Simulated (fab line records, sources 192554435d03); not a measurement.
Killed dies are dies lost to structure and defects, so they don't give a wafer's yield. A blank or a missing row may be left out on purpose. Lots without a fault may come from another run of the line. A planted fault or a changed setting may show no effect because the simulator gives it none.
fab line records | flow n5_finfet
record lots=7 wafers=21 last_day=20
route steps=1938 shown GATE_CUT@513 MOL_CONTACT_COAG@517
lots that met no fault: from a run of the same line without faults
start_h: hours from the record's first day to the start of the lot's first wafer shown | wait_h: hours since the lot's step before | " the same as in the row above | L1.1+2: a row that stands for several wafers | - no value, or no start given | * or withheld: withheld | < > ~ a bound
route shown NAME@n: a module of which the file shows steps, and the number in the route of the first | usual: mean/standard deviation of fault-free wafers | same: alike in all rows | chamber/n: place in a boat | sites: the reading at each site | _std_site: their standard deviation | _edge_site: outer sites' mean less inner sites' | radius_mm: how far each site lies from the wafer's centre | mask NAME#n: copy n | behind: the tool/chamber that last shaped the wafer | hold: why the lot was held/for how many hours/how that ended | device: the transistor (n, p or np) that didn't switch | end of line: the same wafers' tests at the end of the route | a step without rows: its recipe alone | killed: dies lost to structure and defects at the first sort, not the wafer's yield | map: a wafer's dies, x killed, . not, _ none there
set.NAME: the setting as run; set.NAME@STEP: as run at that earlier step | model.NAME: the simulator's own value behind a step, which no gauge read
lots at some steps of the route; a table a step, a row a wafer
services: from which hour (start_h, from the record's first day; less than 0 if before it) a tool's chamber was out of use, for how many hours, and why
## steps
# step N5_GATE_CUT_CMP_43
# recipe material=SiO2 post_cmp_clean=rinse_only
# usual motor_current_A=12.5/1.7
# columns lot.wafer tool chamber start_h wait_h motor_current_A
L243.3 cmp-02 2 124.08 0.1 12.5
L243.1 " 0 " " 14.5
L243.5 " 2 " " 12.2
L248.4 cmp-01 0 157.67 0.3 12.8
L248.2 " 1 " " 10.4
L248.5 " 2 " " 14.0
L249.1 cmp-02 1 159.37 0.0 12.2
L249.6 " 1 " " 12.3
L249.5 " 2 " " 12.6
L250.1 cmp-01 1 167.45 0.1 9.9
L250.2 " 3 " " 10.8
L250.6 " 1 " " 10.2
L255.2 cmp-04 1 194.62 0.2 10.3
L255.4 " 2 " " 12.3
L255.5 " 0 " " 11.2
L256.4 cmp-04 2 200.18 0.1 12.2
L256.2 " 3 " " 14.7
L256.1 " 0 " " 11.5
L260.1 cmp-02 1 222.87 0.0 12.2
L260.4 " 3 " " 14.2
L260.2 " 0 " " 15.2
# step N5_GATE_CUT_CMP_61
# recipe stop_on=SiNx t_overpolish_s=3 post_cmp_clean=alkaline_brush down_force_psi=4 platen_rpm=27.09 pad_velocity_m_s=0.539
# usual motor_current_A=12.6/1.7
# columns lot.wafer tool chamber start_h wait_h motor_current_A
L243.3 cmp-02 2 124.51 0.3 12.8
L243.1 " 0 " " 14.3
L243.5 " 2 " " 12.8
L248.4 cmp-01 0 158.05 0.3 14.1
L248.2 " 1 " " 10.2
L248.5 " 2 " " 14.9
L249.1 cmp-02 1 159.85 0.4 11.6
L249.6 " 1 " " 11.8
L249.5 " 2 " " 12.5
L250.1 cmp-01 1 167.88 0.3 10.1
L250.2 " 3 " " 11.0
L250.6 " 1 " " 9.9
L255.2 cmp-04 1 195.00 0.3 10.6
L255.4 " 2 " " 12.0
L255.5 " 0 " " 11.0
L256.4 cmp-04 2 200.61 0.3 12.2
L256.2 " 3 " " 14.4
L256.1 " 0 " " 11.0
L260.1 cmp-02 1 223.35 0.4 12.2
L260.4 " 3 " " 13.6
L260.2 " 0 " " 14.6
# step N5_GATE_CUT_INSPECT_26
# recipe inspect_instrument=darkfield mode=post_cmp
# usual raw_defect_count=42/17
# columns lot.wafer tool chamber start_h wait_h raw_defect_count
L243.1 defect_inspect-02 - 124.71 0.0 36
L243.3 " - " " 62
L243.5 " - " " 56
L248.2 defect_inspect-02 - 158.23 0.0 52
L248.4 " - " " 64
L248.5 " - " " 53
L249.1 defect_inspect-01 - 160.09 0.0 47
L249.5 " - " " 49
L249.6 " - " " 61
L250.1 defect_inspect-02 - 168.08 0.0 48
L250.2 " - " " 53
L250.6 " - " " 48
L255.2 defect_inspect-01 - 195.17 0.0 42
L255.4 " - " " 33
L255.5 " - " " 51
L256.1 defect_inspect-01 - 200.81 0.0 45
L256.2 " - " " 69
L256.4 " - " " 69
L260.1 defect_inspect-01 - 223.58 0.0 24
L260.2 " - " " 27
L260.4 " - " " 30
# step N5_MOL_CONTACT_COAG_COAT_103
# recipe resist=SOC temp_c=250 time_s=60 spin_rpm=1500 resist_thk_nm=80
# step N5_MOL_CONTACT_COAG_COAT_104
# recipe resist=SiARC temp_c=220 time_s=60 spin_rpm=1500 resist_thk_nm=12
# step N5_MOL_CONTACT_COAG_COAT_58
# recipe resist=underlayer temp_c=205 time_s=60 spin_rpm=1500 resist_thk_nm=10
# step N5_MOL_CONTACT_COAG_COAT_02
# recipe resist=CAR-EUV spin_rpm=1500 resist_thk_nm=30
# step N5_MOL_CONTACT_COAG_EBR_04
# recipe solvent=PGMEA ebr_width_mm=1.5
# step N5_MOL_CONTACT_COAG_SOFTBAKE_03
# recipe temp_c=110 time_s=60 resist=CAR-EUV
# step N5_MOL_CONTACT_COAG_EXPOSE_05
# recipe mask_id=CA na=0.33 source_shape=annular sigma_inner=0.4 sigma_outer=0.8 polarization=unpolarized defocus_nm=0 dose_mj=38.25
# step N5_MOL_CONTACT_COAG_PEB_06
# recipe peb_temp_c=100 peb_time_s=60 resist=CAR-EUV
# step N5_MOL_CONTACT_COAG_DEVELOP_07
# recipe develop_time_s=30 developer=TMAH resist=CAR-EUV rinse_liquid=surfactant_rinse dry=air_spin dev_temp_c=23
# usual chill_plate_temp_C=23.00/0.11 develop_time_s=30/0
# columns lot.wafer tool chamber start_h wait_h chill_plate_temp_C develop_time_s model.CAR-EUV_of_MOL_CONTACT_COAG_COAT_02.thk_nm
L243.1 litho_track-01 0 125.08 - 22.93 30 29.4
L243.3 " 0 " " 22.99 30 29.4
L243.5 " 0 " " 23.10 30 29.4
L248.2 litho_track-01 - 158.46 - - - 30
L248.4 " - " " - - 30
L248.5 " - " " - - 30
L249.1 litho_track-01 - 160.45 - - - 30
L249.5 " - " " - - 29.8
L249.6 " - " " - - 30
L250.1 litho_track-03 - 168.44 - - - 30.2
L250.2 " - " " - - 30.2
L250.6 " - " " - - 30
L255.2 litho_track-01 0 195.45 - 22.91 30 29.4
L255.4 " 0 " " 22.90 30 29.4
L255.5 " 0 " " 22.79 30 29.4
L256.1 litho_track-04 0 201.05 - 23.02 30 29.6
L256.2 " 0 " " 23.21 30 29.6
L256.4 " 0 " " 23.13 30 29.6
L260.1 litho_track-01 0 223.82 - 22.95 30 29.6
L260.2 " 0 " " 23.04 30 29.6
L260.4 " 0 " " 22.86 30 29.6
# step N5_MOL_CONTACT_COAG_CD_MEAS_08
# recipe target_cd_nm=28 landing_energy_ev=500 detector=se_inlens polarity=opening
# usual cd_nm=28.06/0.26
# columns lot.wafer tool chamber start_h wait_h cd_nm
L243.1 cd_sem-03 0 125.14 - 28.00
L243.3 " 0 " " 28.42
L243.5 " 0 " " 27.98
L248.2 cd_sem-03 0 158.52 - -
L248.4 " 0 " " -
L248.5 " 0 " " -
L249.1 cd_sem-03 0 160.51 - -
L249.5 " 0 " " -
L249.6 " 0 " " -
L250.1 cd_sem-02 0 168.50 - -
L250.2 " 0 " " -
L250.6 " 0 " " -
L255.2 cd_sem-02 0 195.51 - 27.88
L255.4 " 0 " " 28.04
L255.5 " 0 " " 28.47
L256.1 cd_sem-02 0 201.11 - 28.36
L256.2 " 0 " " 28.02
L256.4 " 0 " " 28.36
L260.1 cd_sem-03 0 223.88 - 28.04
L260.2 " 0 " " 27.91
L260.4 " 0 " " 28.27
## services
# columns tool chamber start_h hours kind
cmp-04 - 108.72 1.5 repair
cmp-04 - 113.44 0.4 repair
cmp-01 - 141.47 0.4 repair
cmp-02 - 145.46 1.4 repair
cmp-04 - 150.34 4.0 pm
cmp-02 - 152.79 4.0 pm
cmp-04 - 154.34 - consumable_replace:conditioner
cmp-04 - 154.34 - consumable_replace:pad
cmp-02 - 156.79 - consumable_replace:conditioner
cmp-02 - 156.79 - consumable_replace:pad
cmp-04 - 161.70 6.2 pm
cmp-04 - 173.15 0.2 repair
litho_track-01 - 205.45 - consumable_replace:filter
## key
first_sign step=N5_MOL_CONTACT_COAG_DEVELOP_07 reading=tool_record direction=missing
effect none on later readings
model_effect step=N5_MOL_CONTACT_COAG_DEVELOP_07 value=CAR-EUV_of_MOL_CONTACT_COAG_COAT_02.thk_nm without=29.56 struck=30.02
met_at N5_MOL_CONTACT_COAG_DEVELOP_07
struck_wafers L248.2,L248.4,L248.5,L249.1,L249.5,L249.6,L250.1,L250.2,L250.6
later_rows_left_out L248.2,L248.4,L248.5,L249.1,L249.5,L249.6,L250.1,L250.2,L250.6
sort_left_out L248.2,L248.4,L248.5,L249.1,L249.5,L249.6,L250.1,L250.2,L250.6
onset_between 125.08 158.46
fault kind=skipped_step_whole tool=litho_track-01,litho_track-03 chamber=- onset_h=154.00 steps=N5_MOL_CONTACT_COAG_DEVELOP_07 scope=struck_lots_only
# sort_left_out: the simulated sort isn't trusted on such a fault, so these wafers' sort isn't shown, and their yield isn't known
# later_rows_left_out: the simulator's readings of these wafers behind a module that went badly wrong aren't trusted and aren't shown, but for the sort
